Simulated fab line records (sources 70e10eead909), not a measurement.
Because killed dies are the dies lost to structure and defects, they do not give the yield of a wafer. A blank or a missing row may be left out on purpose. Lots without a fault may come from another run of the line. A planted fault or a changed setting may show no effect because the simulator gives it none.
fab line records    flow nandHarc
[record] lots = 24  wafers = 72  lastDay = 33
route steps=1302 shown P_M1@311 P_M2@331 P_BONDPAD@369
lots untouched by any fault: they come from a run of this same line in which no faults occurred
startH: hours from the record's first day to the start of the lot's first wafer shown    waitH: hours from the lot's prior step to this one    " the same as in the row above    L1.1+2: one row covering several wafers at once    - no value present, or no start provided    * or withheld: withheld    < > ~ a bound
route shown NAME@n: a module of which the file shows steps, and the number in the route of the first    usual: the fault-free wafers' mean and standard deviation    same: alike in all rows    chamber/n: place in a boat    sites: readings site by site    _std_site: the values' standard deviation    _edge_site: inner sites' mean taken away from outer sites' mean    radiusMm: how far each site lies from the wafer's centre    mask NAME#n: copy n    behind: the most recent tool/chamber to have shaped the wafer    hold: why the lot went on hold/how many hours it stayed there/how the hold came to an end    device: whichever transistor did not switch (one of n, p or np)    end of line: the same wafers' tests at the end of the route    for a step that has no rows: nothing shown but its recipe    killed: dies that structure and defects cost at the first sort, which is not the same as the wafer's yield    map: per-die view of a wafer (x killed, . not killed, _ where there is no die)
set.NAME: setting as actually run; set.NAME@STEP: the setting as run at that earlier step    model.NAME: the simulator's own value behind a step, which no gauge read
route steps across a sampled set of lots; one table per step, one row per wafer
services: a tool's chamber out of use, with start hour (startH, from the record's first day; less than 0 if before it), hours out, and reason
[[steps]]
[step NHARC_P_M1_CMP_23]
[recipe] tOverpolishS = 20  targetThkNm = 157.82
[usual] motorCurrentA = 12.4/1.6  timeToEndpointS = 28/3.7
lot.wafer  tool    chamber  startH  waitH  motorCurrentA  timeToEndpointS
L074.3     cmp-01  0        121.82  -      10.7           28
L074.1     "       1        "       "      13.2           37
L074.5     "       0        "       "      10.8           29
L075.3     cmp-04  0        143.76  -      10.9           27
L075.2     "       1        "       "      15.1           31
L075.4     "       2        "       "      13.3           29
L076.3     cmp-01  3        151.90  -      10.7           33
L076.4     "       1        "       "      13.2           38
L076.1     "       2        "       "      12.8           29
L077.1     cmp-04  2        158.57  -      13.3           24
L077.2     "       3        "       "      11.3           27
L077.6     "       1        "       "      14.8           30
L078.4     cmp-04  2        170.82  -      13.1           28
L078.2     "       0        "       "      11.1           26
L078.6     "       1        "       "      15.8           31
L079.3     cmp-04  2        181.86  -      13.7           28
L079.5     "       2        "       "      12.7           26
L079.6     "       3        "       "      11.7           29
L080.4     cmp-03  0        184.10  -      13.3           21
L080.1     "       2        "       "      11.5           26
L080.5     "       0        "       "      13.0           20
L081.2     cmp-04  2        197.39  -      13.1           25
L081.3     "       3        "       "      11.6           23
L081.6     "       2        "       "      12.2           26
L082.1     cmp-01  0        207.28  -      10.7           24
L082.4     "       2        "       "      13.2           27
L082.5     "       0        "       "      10.7           26
L083.1     cmp-01  2        220.40  -      13.2           27
L083.3     "       0        "       "      10.0           28
L083.5     "       3        "       "      10.4           32
L084.3     cmp-04  3        230.89  -      10.6           27
L084.1     "       1        "       "      15.8           32
L084.5     "       0        "       "      10.2           26
L085.3     cmp-03  1        239.83  -      13.2           25
L085.2     "       2        "       "      11.1           32
L085.6     "       0        "       "      13.2           22
L086.3     cmp-04  2        243.58  -      12.6           28
L086.1     "       3        "       "      11.2           27
L086.4     "       1        "       "      14.5           33
L087.2     cmp-04  2        257.67  -      13.6           28
L087.1     "       3        "       "      11.6           27
L087.6     "       1        "       "      15.5           32
L088.1     cmp-04  2        280.22  -      13.8           28
L088.3     "       3        "       "      11.6           29
L088.5     "       1        "       "      15.5           31
L089.3     cmp-03  3        281.34  -      11.8           24
L089.5     "       1        "       "      12.7           25
L089.6     "       2        "       "      11.2           29
L090.2     cmp-01  2        298.63  -      13.4           31
L090.1     "       3        "       "      10.6           34
L090.4     "       0        "       "      10.1           29
L091.4     cmp-01  0        304.42  -      10.5           28
L091.5     "       1        "       "      13.8           37
L091.6     "       2        "       "      12.9           29
L092.4     cmp-03  3        305.05  -      12.4           22
L092.5     "       1        "       "      14.2           23
L092.6     "       2        "       "      11.4           28
L093.1     cmp-04  3        322.86  -      11.1           28
L093.4     "       0        "       "      11.1           28
L093.5     "       2        "       "      12.5           30
L094.1     cmp-04  3        323.20  -      10.7           29
L094.4     "       1        "       "      16.1           35
L094.5     "       0        "       "      11.0           27
L095.3     cmp-01  2        333.06  -      13.5           29
L095.1     "       1        "       "      13.2           36
L095.5     "       3        "       "      11.0           33
L096.4     cmp-04  1        343.28  -      15.0           31
L096.1     "       2        "       "      13.4           27
L096.6     "       1        "       "      15.5           31
L097.1     cmp-04  0        362.20  -      11.0           24
L097.3     "       1        "       "      14.8           31
L097.4     "       2        "       "      13.2           26
[step NHARC_P_M2_DESCUM_14]
[recipe] timeS = 3  o2FlowSccm = 200  arFlowSccm = 0  biasPowerW = 0  chemistry = O2
[usual] drypumpMotorCurrentA = 5.7/0.53  oesProductAu = 0.998/0.013  rfVppV = 58.1/0.83  showerheadPlenumPTorr = 1.98/0.071  throttleValvePct = 11.311/0.009
lot.wafer  tool        chamber  startH  waitH  drypumpMotorCurrentA  oesProductAu  rfHoursCounterH  rfVppV  showerheadPlenumPTorr  throttleValvePct
L074.1     rieDiel-10  0        123.77  0.1    5.5                   1.017         3.0              59.1    1.97                   11.300
L074.3     "           1        "       "      5.4                   0.978         2.4              58.6    1.89                   11.319
L074.5     "           1        "       "      5.4                   0.979         -                58.4    1.89                   11.323
L075.3     rieDiel-04  3        145.69  0.1    6.3                   1.010         7.7              58.7    2.04                   11.318
L075.2     "           0        "       "      5.4                   1.008         7.2              57.1    2.06                   11.327
L075.4     "           3        "       "      6.3                   1.006         -                58.5    2.04                   11.301
L076.1     rieDiel-11  1        153.95  0.1    4.9                   1.000         2.8              57.3    1.98                   11.292
L076.3     "           2        "       "      6.6                   1.000         3.3              58.2    1.87                   11.309
L076.4     "           0        "       "      5.6                   0.976         -                59.1    1.93                   11.325
L077.1     rieDiel-04  2        160.67  0.1    5.8                   1.029         10.8             58.5    2.03                   11.315
L077.2     "           3        "       "      6.3                   1.009         10.6             57.9    2.04                   11.314
L077.6     "           2        "       "      5.8                   1.029         -                58.2    2.03                   11.299
L078.4     rieDiel-11  3        173.53  0.1    5.5                   1.003         3.7              58.8    2.04                   11.314
L078.2     "           1        "       "      4.9                   0.992         3.1              57.4    1.98                   11.320
L078.6     "           3        "       "      5.5                   1.015         -                60.8    2.04                   11.320
L079.3     rieDiel-11  3        183.94  0.1    5.5                   1.022         3.9              57.5    2.04                   11.308
L079.5     "           2        "       "      6.6                   0.998         -                57.1    1.87                   11.301
L079.6     "           3        "       "      5.5                   1.024         -                59.1    2.04                   11.320
L080.1     rieDiel-10  3        186.12  0.1    6.4                   0.990         5.8              57.3    2.01                   11.299
L080.4     "           2        "       "      5.7                   0.996         5.1              57.8    1.85                   11.314
L080.5     "           3        "       "      6.4                   1.000         -                58.1    2.01                   11.300
L081.3     rieDiel-04  0        199.46  0.1    5.4                   1.003         1.4              58.7    2.06                   11.319
L081.2     "           2        "       "      5.8                   0.987         1.5              57.6    2.03                   11.311
L081.6     "           3        "       "      6.3                   1.004         -                59.3    2.03                   11.300
L082.4     rieDiel-10  2        209.19  0.1    5.7                   1.004         5.7              57.2    1.85                   11.321
L082.1     "           0        "       "      5.6                   1.014         6.2              58.0    1.97                   11.306
L082.5     "           1        "       "      5.4                   0.999         -                58.4    1.89                   11.304
L083.3     rieDiel-11  1        222.33  0.1    4.9                   1.003         5.8              57.5    1.98                   11.308
L083.1     "           2        "       "      6.6                   1.006         6.3              56.2    1.87                   11.302
L083.5     "           1        "       "      4.9                   0.983         -                58.6    1.98                   11.327
L084.1     rieDiel-10  3        232.96  0.1    6.4                   0.998         7.7              58.6    2.01                   11.293
L084.3     "           0        "       "      5.6                   0.994         7.6              57.1    1.97                   11.325
L084.5     "           2        "       "      5.7                   0.996         -                59.3    1.85                   11.303
L085.2     rieDiel-11  0        241.74  0.1    5.7                   0.997         7.7              58.2    1.93                   11.307
L085.3     "           2        "       "      6.6                   1.000         7.0              57.8    1.87                   11.316
L085.6     "           2        "       "      6.6                   0.992         -                58.2    1.87                   11.327
L086.3     rieDiel-04  1        245.80  0.1    4.7                   0.973         4.3              58.0    2.05                   11.311
L086.1     "           2        "       "      5.8                   0.977         3.8              57.8    2.03                   11.312
L086.4     "           3        "       "      6.3                   0.997         4.3              58.1    2.03                   11.308
L087.2     rieDiel-04  1        259.86  0.1    4.7                   0.980         5.0              59.7    2.05                   11.321
L087.1     "           3        "       "      6.3                   1.008         5.2              58.4    2.03                   11.309
L087.6     "           2        "       "      5.8                   0.994         -                57.6    2.03                   11.312
L088.1     rieDiel-10  1        282.35  0.1    5.4                   0.984         1.8              57.4    1.89                   11.307
L088.3     "           0        "       "      5.6                   1.002         1.8              59.2    1.97                   11.317
L088.5     "           2        "       "      5.7                   1.000         -                58.0    1.85                   11.317
L089.3     rieDiel-10  3        283.35  0.1    6.4                   1.002         2.0              59.0    2.01                   11.313
L089.5     "           0        "       "      5.6                   1.011         -                57.0    1.97                   11.315
L089.6     "           1        "       "      5.4                   0.994         -                57.7    1.89                   11.305
L090.4     rieDiel-10  2        300.69  0.1    5.7                   1.005         2.9              59.2    1.85                   11.304
L090.1     "           3        "       "      6.4                   0.995         3.6              58.6    2.00                   11.320
L090.2     "           0        "       "      5.6                   1.012         3.7              58.3    1.97                   11.313
L091.4     rieDiel-10  3        306.39  0.1    6.4                   0.998         4.2              59.1    2.00                   11.306
L091.5     "           2        "       "      5.7                   1.001         -                57.0    1.85                   11.316
L091.6     "           3        "       "      6.4                   0.998         -                59.0    2.00                   11.303
L092.4     rieDiel-11  2        307.09  0.1    6.6                   0.971         2.7              58.0    1.87                   11.308
L092.5     "           1        "       "      4.9                   1.009         -                58.0    1.98                   11.305
L092.6     "           2        "       "      6.6                   0.989         -                58.9    1.87                   11.295
L093.1     rieDiel-04  2        324.78  0.1    5.8                   1.008         9.0              57.4    2.02                   11.335
L093.4     "           0        "       "      5.3                   1.020         10.5             59.3    2.06                   11.331
L093.5     "           3        "       "      6.3                   0.988         -                59.3    2.03                   11.306
L094.1     rieDiel-04  3        325.24  0.1    6.3                   0.997         10.3             56.7    2.03                   11.316
L094.4     "           0        "       "      5.4                   1.019         10.6             57.4    2.06                   11.321
L094.5     "           2        "       "      5.8                   0.992         -                58.0    2.02                   11.310
L095.3     rieDiel-04  0        334.99  0.1    5.4                   1.015         10.6             57.7    2.06                   11.305
L095.1     "           3        "       "      6.3                   1.000         10.5             58.7    2.03                   11.320
L095.5     "           0        "       "      5.4                   1.021         -                59.5    2.06                   11.308
L096.1     rieDiel-11  2        345.30  0.1    6.6                   0.983         4.3              56.9    1.87                   11.316
L096.4     "           0        "       "      5.6                   1.003         3.1              57.9    1.93                   11.320
L096.6     "           2        "       "      6.6                   0.986         -                56.7    1.87                   11.323
L097.4     rieDiel-04  3        364.22  0.1    6.3                   1.009         0                58.2    2.03                   11.303
L097.3     "           0        "       "      5.4                   1.008         0                57.8    2.06                   11.306
L097.1     "           2        "       "      5.8                   1.009         0                56.7    2.02                   11.307
[step NHARC_P_M2_PRE_CLEAN_30]
[recipe] timeS = 30  tempC = 280  gas = H2/He
[usual] heaterPowerW = 420/41
lot.wafer  tool           chamber  startH  waitH  heaterPowerW
L074.1     pvdSputter-01  -        -       -      360
L074.3     "              -        "       "      462
L074.5     "              -        "       "      350
L075.3     pvdSputter-01  -        -       -      370
L075.2     "              -        "       "      335
L075.4     "              -        "       "      454
L076.3     pvdSputter-01  -        -       -      460
L076.1     "              -        "       "      477
L076.4     "              -        "       "      336
L077.2     pvdSputter-02  -        -       -      428
L077.1     "              -        "       "      401
L077.6     "              -        "       "      423
L078.2     pvdSputter-01  -        -       -      371
L078.4     "              -        "       "      333
L078.6     "              -        "       "      455
L079.3     pvdSputter-03  -        -       -      476
L079.5     "              -        "       "      387
L079.6     "              -        "       "      449
L080.1     pvdSputter-02  -        -       -      402
L080.4     "              -        "       "      436
L080.5     "              -        "       "      441
L081.3     pvdSputter-02  -        -       -      388
L081.2     "              -        "       "      421
L081.6     "              -        "       "      399
L082.4     pvdSputter-02  -        -       -      407
L082.1     "              -        "       "      398
L082.5     "              -        "       "      406
L083.1     pvdSputter-03  -        -       -      472
L083.3     "              -        "       "      370
L083.5     "              -        "       "      357
L084.3     pvdSputter-02  -        -       -      434
L084.1     "              -        "       "      401
L084.5     "              -        "       "      440
L085.3     pvdSputter-03  -        -       -      433
L085.2     "              -        "       "      422
L085.6     "              -        "       "      429
L086.1     pvdSputter-03  -        -       -      431
L086.3     "              -        "       "      457
L086.4     "              -        "       "      354
L087.2     pvdSputter-03  -        -       -      367
L087.1     "              -        "       "      427
L087.6     "              -        "       "      361
L088.3     pvdSputter-01  -        -       -      462
L088.1     "              -        "       "      343
L088.5     "              -        "       "      443
L089.3     pvdSputter-03  -        -       -      425
L089.5     "              -        "       "      360
L089.6     "              -        "       "      427
L090.1     pvdSputter-02  -        -       -      484
L090.2     "              -        "       "      426
L090.4     "              -        "       "      391
L091.4     pvdSputter-01  -        -       -      443
L091.6     "              -        "       "      462
L091.5     "              -        "       "      340
L092.4     pvdSputter-03  -        -       -      472
L092.6     "              -        "       "      374
L092.5     "              -        "       "      439
L093.1     pvdSputter-02  -        -       -      484
L093.4     "              -        "       "      433
L093.5     "              -        "       "      395
L094.1     pvdSputter-03  -        -       -      416
L094.4     "              -        "       "      487
L094.5     "              -        "       "      430
L095.3     pvdSputter-03  -        -       -      361
L095.1     "              -        "       "      431
L095.5     "              -        "       "      475
L096.1     pvdSputter-02  -        -       -      434
L096.4     "              -        "       "      401
L096.6     "              -        "       "      422
L097.4     pvdSputter-02  -        -       -      385
L097.1     "              -        "       "      424
L097.3     "              -        "       "      429
[step NHARC_P_M2_PRE_CLEAN_32]
[recipe] timeS = 12  tempC = 370  rfPowerW = 300  gas = NH3
[usual] heaterPowerW = 620/100
lot.wafer  tool      chamber  startH  waitH  heaterPowerW
L074.3     pecvd-01  1        126.49  0.1    657
L074.1     "         0        "       "      520
L074.5     "         0        "       "      532
L075.3     pecvd-01  2        148.43  0.1    631
L075.2     "         1        "       "      718
L075.4     "         1        "       "      738
L076.1     pecvd-04  1        156.75  0.1    501
L076.3     "         0        "       "      667
L076.4     "         0        "       "      655
L077.1     pecvd-01  2        163.60  0.1    720
L077.2     "         0        "       "      471
L077.6     "         0        "       "      482
L078.2     pecvd-01  0        176.18  0.1    500
L078.4     "         0        "       "      487
L078.6     "         1        "       "      645
L079.3     pecvd-02  2        186.59  0.1    699
L079.5     "         1        "       "      585
L079.6     "         0        "       "      486
L080.1     pecvd-01  1        188.79  0.1    693
L080.4     "         2        "       "      622
L080.5     "         0        "       "      487
L081.2     pecvd-02  0        202.15  0.1    540
L081.3     "         1        "       "      547
L081.6     "         2        "       "      654
L082.1     pecvd-01  2        211.85  0.1    726
L082.5     "         0        "       "      529
L082.4     "         1        "       "      706
L083.1     pecvd-02  0        225.01  0.1    484
L083.3     "         1        "       "      515
L083.5     "         2        "       "      757
L084.1     pecvd-01  1        235.64  0.1    693
L084.3     "         2        "       "      690
L084.5     "         1        "       "      702
L085.2     pecvd-01  2        244.43  0.1    671
L085.3     "         0        "       "      530
L085.6     "         1        "       "      747
L086.1     pecvd-01  2        248.43  0.1    684
L086.3     "         0        "       "      467
L086.4     "         0        "       "      466
L087.2     pecvd-02  2        262.98  0.1    772
L087.1     "         0        "       "      446
L087.6     "         1        "       "      577
L088.3     pecvd-04  0        285.00  0.1    660
L088.1     "         1        "       "      528
L088.5     "         2        "       "      612
L089.3     pecvd-02  1        285.99  0.1    520
L089.5     "         1        "       "      519
L089.6     "         0        "       "      430
L090.1     pecvd-01  1        303.35  0.1    699
L090.2     "         2        "       "      637
L090.4     "         1        "       "      678
L091.4     pecvd-01  0        309.06  0.1    514
L091.5     "         1        "       "      723
L091.6     "         2        "       "      731
L092.5     pecvd-04  1        309.75  0.1    561
L092.6     "         2        "       "      603
L092.4     "         0        "       "      748
L093.1     pecvd-01  2        327.45  0.1    742
L093.4     "         0        "       "      629
L093.5     "         1        "       "      730
L094.1     pecvd-04  1        327.92  0.1    564
L094.4     "         2        "       "      627
L094.5     "         0        "       "      790
L095.1     pecvd-01  0        337.80  0.1    587
L095.3     "         1        "       "      725
L095.5     "         1        "       "      725
L096.1     pecvd-04  1        347.99  0.1    502
L096.6     "         2        "       "      619
L096.4     "         0        "       "      724
L097.1     pecvd-02  2        366.86  0.1    788
L097.3     "         0        "       "      438
L097.4     "         2        "       "      801
[step NHARC_P_BONDPAD_ETCH_12]
[recipe] targetDepthA = 2000  timeS = 100  chf3FlowSccm = 50  o2FlowSccm = 10  arFlowSccm = 200  rfW = 500  biasW = 200  chemistry = CHF3/O2
[usual] drypumpMotorCurrentA = 5.9/0.31  oesProductAu = 0.937/0.025  rfVppV = 369.8/2.5  showerheadPlenumPTorr = 2.37/0.11  throttleValvePct = 20.571/0.0092
lot.wafer  tool        chamber  startH  waitH  drypumpMotorCurrentA  oesProductAu  rfHoursCounterH  rfVppV  showerheadPlenumPTorr  throttleValvePct
L074.3     rieDiel-01  2        -       -      6.3                   0.930         2.9              367.7   2.31                   20.574
L074.1     "           1        "       "      5.9                   0.905         2.9              367.9   2.29                   20.560
L074.5     "           2        "       "      6.3                   0.928         -                367.9   2.31                   20.561
L075.2     rieDiel-05  0        -       -      6.0                   0.954         3.6              367.7   2.27                   20.565
L075.4     "           2        "       "      5.8                   0.958         6.0              372.8   2.48                   20.556
L075.3     "           3        "       "      5.8                   0.984         4.1              369.8   2.37                   20.579
L076.1     rieDiel-01  2        -       -      6.3                   0.923         3.6              367.8   2.31                   20.566
L076.4     "           3        "       "      5.8                   0.918         3.6              366.3   2.26                   20.572
L076.3     "           1        "       "      5.9                   0.915         3.6              367.9   2.29                   20.575
L077.1     rieDiel-03  0        -       -      5.2                   0.949         4.1              373.4   2.54                   20.585
L077.2     "           3        "       "      5.6                   0.924         3.7              374.2   2.56                   20.553
L077.6     "           1        "       "      6.2                   0.899         -                367.2   2.28                   20.550
L078.4     rieDiel-01  1        -       -      5.9                   0.906         4.6              368.3   2.29                   20.579
L078.2     "           2        "       "      6.3                   0.922         4.4              368.0   2.31                   20.581
L078.6     "           3        "       "      5.8                   0.911         -                367.2   2.26                   20.577
L079.3     rieDiel-03  0        -       -      5.2                   0.950         5.0              372.0   2.54                   20.574
L079.6     "           3        "       "      5.7                   0.923         -                375.9   2.56                   20.566
L079.5     "           0        "       "      5.2                   0.948         -                373.6   2.54                   20.581
L080.1     rieDiel-01  1        -       -      5.9                   0.900         5.0              367.6   2.29                   20.563
L080.4     "           3        "       "      5.7                   0.910         5.2              367.5   2.26                   20.574
L080.5     "           1        "       "      5.9                   0.903         -                367.0   2.29                   20.563
L081.3     rieDiel-03  1        -       -      6.2                   0.916         4.6              367.3   2.28                   20.565
L081.2     "           3        "       "      5.7                   0.934         5.2              373.5   2.56                   20.574
L081.6     "           2        "       "      5.5                   0.936         -                372.7   2.49                   20.555
L082.1     rieDiel-03  0        -       -      5.2                   0.947         5.7              374.5   2.54                   20.568
L082.4     "           2        "       "      5.5                   0.926         4.1              372.9   2.49                   20.572
L082.5     "           0        "       "      5.2                   0.953         -                372.7   2.54                   20.555
L083.3     rieDiel-01  2        -       -      6.3                   0.974         0.2              367.9   2.31                   20.555
L083.1     "           3        "       "      5.7                   0.982         0.2              367.2   2.26                   20.587
L083.5     "           2        "       "      6.3                   0.980         -                368.6   2.31                   20.558
L084.3     rieDiel-01  1        -       -      5.9                   0.914         0.6              367.9   2.29                   20.586
L084.1     "           3        "       "      5.8                   0.926         0.6              368.1   2.26                   20.579
L084.5     "           1        "       "      5.9                   0.919         -                369.1   2.29                   20.575
L085.2     rieDiel-01  0        -       -      6.1                   0.911         0.7              369.3   2.37                   20.559
L085.3     "           1        "       "      5.9                   0.927         0.7              367.9   2.29                   20.561
L085.6     "           1        "       "      5.9                   0.917         -                367.3   2.29                   20.590
L086.3     rieDiel-05  1        -       -      6.0                   0.973         0.5              372.6   2.42                   20.566
L086.1     "           2        "       "      5.8                   0.992         0.4              371.5   2.48                   20.559
L086.4     "           0        "       "      6.0                   0.973         0.7              367.2   2.26                   20.569
L087.2     rieDiel-03  0        -       -      5.2                   0.943         9.2              372.6   2.53                   20.571
L087.1     "           1        "       "      6.2                   0.899         8.6              368.6   2.28                   20.582
L087.6     "           3        "       "      5.7                   0.910         -                374.7   2.56                   20.578
L088.1     rieDiel-01  0        -       -      6.1                   0.919         1.7              368.9   2.37                   20.590
L088.3     "           2        "       "      6.4                   0.938         1.7              368.1   2.31                   20.575
L088.5     "           1        "       "      5.9                   0.930         -                366.9   2.29                   20.565
L089.3     rieDiel-01  0        -       -      6.1                   0.923         1.8              369.1   2.37                   20.572
L089.6     "           3        "       "      5.8                   0.925         -                367.1   2.26                   20.574
L089.5     "           0        "       "      6.1                   0.923         -                370.0   2.37                   20.583
L090.4     rieDiel-03  3        -       -      5.7                   0.950         0.2              375.0   2.56                   20.573
L090.1     "           0        "       "      5.2                   0.974         0.2              373.9   2.53                   20.564
L090.2     "           1        "       "      6.2                   0.977         0.2              369.1   2.28                   20.591
L091.4     rieDiel-03  1        -       -      6.2                   0.958         0.3              366.5   2.28                   20.571
L091.6     "           2        "       "      5.5                   0.974         -                373.0   2.49                   20.564
L091.5     "           3        "       "      5.7                   0.968         -                375.4   2.56                   20.577
L092.4     rieDiel-01  0        -       -      6.1                   0.910         2.6              369.4   2.37                   20.559
L092.5     "           3        "       "      5.7                   0.920         -                366.8   2.26                   20.570
L092.6     "           0        "       "      6.1                   0.921         -                368.7   2.37                   20.570
L093.1     rieDiel-01  1        -       -      5.9                   0.934         2.7              368.1   2.29                   20.580
L093.4     "           3        "       "      5.8                   0.945         2.8              368.0   2.26                   20.589
L093.5     "           1        "       "      5.9                   0.932         -                368.0   2.29                   20.576
L094.1     rieDiel-03  2        -       -      5.5                   0.923         1.5              372.7   2.49                   20.586
L094.4     "           3        "       "      5.7                   0.914         1.0              374.4   2.56                   20.575
L094.5     "           2        "       "      5.5                   0.930         -                371.6   2.49                   20.579
L095.1     rieDiel-05  1        -       -      6.0                   0.929         4.8              370.9   2.42                   20.563
L095.3     "           3        "       "      5.8                   0.944         5.0              369.8   2.37                   20.580
L095.5     "           1        "       "      6.0                   0.925         -                370.9   2.42                   20.570
L096.4     rieDiel-01  3        -       -      5.8                   0.970         3.1              368.8   2.26                   20.551
L096.1     "           1        "       "      5.9                   0.956         3.0              367.9   2.29                   20.577
L096.6     "           3        "       "      5.8                   0.971         -                366.7   2.26                   20.567
L097.1     rieDiel-01  1        -       -      5.9                   0.960         3.4              367.1   2.29                   20.567
L097.3     "           2        "       "      6.3                   0.987         3.4              370.1   2.31                   20.567
L097.4     "           3        "       "      5.8                   0.979         3.6              367.7   2.26                   20.573
[step NHARC_P_BONDPAD_CD_MEAS_13]
[usual] cdNm = 498.7/2.8
lot.wafer  tool      chamber  startH  waitH  cdNm
L074.1     cdSem-02  -        128.61  -      499.2
L074.3     "         -        "       "      497.2
L074.5     "         -        "       "      501.7
L075.2     cdSem-03  -        150.66  -      499.5
L075.3     "         -        "       "      496.5
L075.4     "         -        "       "      495.4
L076.1     cdSem-01  -        158.99  -      500.2
L076.3     "         -        "       "      496.2
L076.4     "         -        "       "      494.5
L077.1     cdSem-03  -        165.72  -      502.5
L077.2     "         -        "       "      497.8
L077.6     "         -        "       "      499.8
L078.2     cdSem-02  -        178.70  -      496.6
L078.4     "         -        "       "      499.3
L078.6     "         -        "       "      496.8
L079.3     cdSem-01  -        188.83  -      501.5
L079.5     "         -        "       "      496.5
L079.6     "         -        "       "      503.0
L080.1     cdSem-03  -        190.88  -      496.2
L080.4     "         -        "       "      503.2
L080.5     "         -        "       "      503.1
L081.2     cdSem-01  -        204.35  -      500.6
L081.3     "         -        "       "      497.5
L081.6     "         -        "       "      499.6
L082.1     cdSem-03  -        214.09  -      497.8
L082.4     "         -        "       "      500.8
L082.5     "         -        "       "      496.0
L083.1     cdSem-01  -        227.13  -      494.5
L083.3     "         -        "       "      500.9
L083.5     "         -        "       "      500.2
L084.1     cdSem-03  -        237.79  -      499.2
L084.3     "         -        "       "      501.7
L084.5     "         -        "       "      501.2
L085.2     cdSem-03  -        246.66  -      495.4
L085.3     "         -        "       "      497.6
L085.6     "         -        "       "      495.0
L086.1     cdSem-01  -        250.56  -      500.0
L086.3     "         -        "       "      497.2
L086.4     "         -        "       "      494.0
L087.1     cdSem-02  -        265.09  -      499.3
L087.2     "         -        "       "      495.9
L087.6     "         -        "       "      495.4
L088.1     cdSem-03  -        287.24  -      502.8
L088.3     "         -        "       "      496.3
L088.5     "         -        "       "      503.0
L089.3     cdSem-03  -        288.22  -      502.6
L089.5     "         -        "       "      501.6
L089.6     "         -        "       "      500.2
L090.1     cdSem-01  -        305.60  -      498.4
L090.2     "         -        "       "      495.8
L090.4     "         -        "       "      497.2
L091.4     cdSem-01  -        311.25  -      494.3
L091.5     "         -        "       "      499.9
L091.6     "         -        "       "      499.0
L092.4     cdSem-03  -        311.96  -      498.9
L092.5     "         -        "       "      498.6
L092.6     "         -        "       "      494.2
L093.1     cdSem-03  -        329.66  -      502.3
L093.4     "         -        "       "      502.4
L093.5     "         -        "       "      497.6
L094.1     cdSem-03  -        330.11  -      503.5
L094.4     "         -        "       "      500.9
L094.5     "         -        "       "      503.1
L095.1     cdSem-02  -        339.94  -      497.9
L095.3     "         -        "       "      496.1
L095.5     "         -        "       "      496.9
L096.1     cdSem-02  -        350.22  -      500.0
L096.4     "         -        "       "      504.9
L096.6     "         -        "       "      496.7
L097.1     cdSem-02  -        368.98  -      498.6
L097.3     "         -        "       "      497.5
L097.4     "         -        "       "      495.8
[[services]]
tool        chamber  startH  hours  kind
rieDiel-04  2        97.85   4.3    repair
cmp-04      -        100.07  0.8    repair
cmp-04      -        111.93  4.0    pm
pecvd-01    -        130.00  13.0   pm
rieDiel-01  2        135.30  10.5   repair
cmp-04      -        156.23  2.0    repair
pecvd-01    1        168.87  4.3    repair
pecvd-01    2        171.26  11.4   repair
cmp-04      -        197.69  2.7    repair
cmp-04      -        203.53  1.6    repair
rieDiel-01  -        203.80  9.0    pm
cmp-04      -        209.93  4.0    pm
pecvd-01    -        214.78  0.8    repair
pecvd-01    1        253.00  8.1    repair
cmp-04      -        268.22  1.4    repair
rieDiel-01  -        276.34  0.8    repair
rieDiel-01  -        301.00  0.1    repair
cmp-04      -        302.22  1.5    repair
cmp-04      -        304.80  2.7    repair
cmp-04      -        307.93  4.0    pm
pecvd-01    -        311.00  13.0   pm
rieDiel-01  -        332.76  0.3    repair
pecvd-01    -        334.63  2.4    repair
cmp-04      -        348.84  1.7    repair
[[key]]
fault none
